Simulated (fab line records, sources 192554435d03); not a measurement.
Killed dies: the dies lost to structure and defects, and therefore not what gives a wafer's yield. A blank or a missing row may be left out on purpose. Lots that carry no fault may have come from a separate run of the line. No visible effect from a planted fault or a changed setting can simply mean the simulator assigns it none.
2 desks, one fault ; flow n5Finfet ; only its own numbers are on each desk; what lay behind them is given at the end

## FOR THE TOOL OWNER'S DESK: pvdSputter-01
The tool's own readings at N5_BEOL_M5_SPUTTER_81 (material Cu, target thk 15 nm, time 27.62 s): means of the sampled wafers that have a number, for each lot that ran on this tool. The brackets show how far a lot's mean lies from the usual mean; more than 4 standard deviations puts the lot out of limits, marked OUT.
Columns: A = substrateTempC at N5_BEOL_M5_SPUTTER_81, usual -19.99 C; B = throttleValvePct at N5_BEOL_M5_SPUTTER_81, usual 30.1 %
lot;first seen here;A;B
L517;day 9 18:35;-20.10;29.0
L520;day 10 09:30;-19.94;28.4
L521;day 10 19:35;-19.95;29.7
Result from this desk: across the 3 lots, nothing is out of limits.

## METROLOGY DESK
Lot by lot, what the gauges showed, no matter which tool ran the lot: averages of those sampled wafers that carry a number. The brackets show how far a lot's mean lies from the usual mean; more than 4 standard deviations puts the lot out of limits, marked OUT.
Columns: A = cdNm at N5_BEOL_M5_CD_MEAS_35, usual 28.1 nm; B = M5_RS at N5_BEOL_M5_RS_MEAS_57, usual 0.388 ohm/sq; C = M6_ILD_THK at N5_BEOL_M6_THK_MEAS_01, usual 155.1 nm
lot;first seen here;A;B;C
L512;day 8 08:28;28.0;0.382;156.7
L511;day 8 11:43;28.0;0.388;153.8
L518;day 9 13:07;28.1;0.375;157.3
L517;day 9 16:31;28.3;0.382;153.0
L520;day 10 04:44;28.4;0.369;157.2
L521;day 10 16:17;27.6;0.393;154.4
Result from this desk: across the 6 lots, nothing is out of limits.

## PUT TOGETHER
The tool owner's desk saw nothing out of limits.
The metrology desk saw nothing out of limits.

## WHAT WAS PUT IN BY THE SIMULATOR
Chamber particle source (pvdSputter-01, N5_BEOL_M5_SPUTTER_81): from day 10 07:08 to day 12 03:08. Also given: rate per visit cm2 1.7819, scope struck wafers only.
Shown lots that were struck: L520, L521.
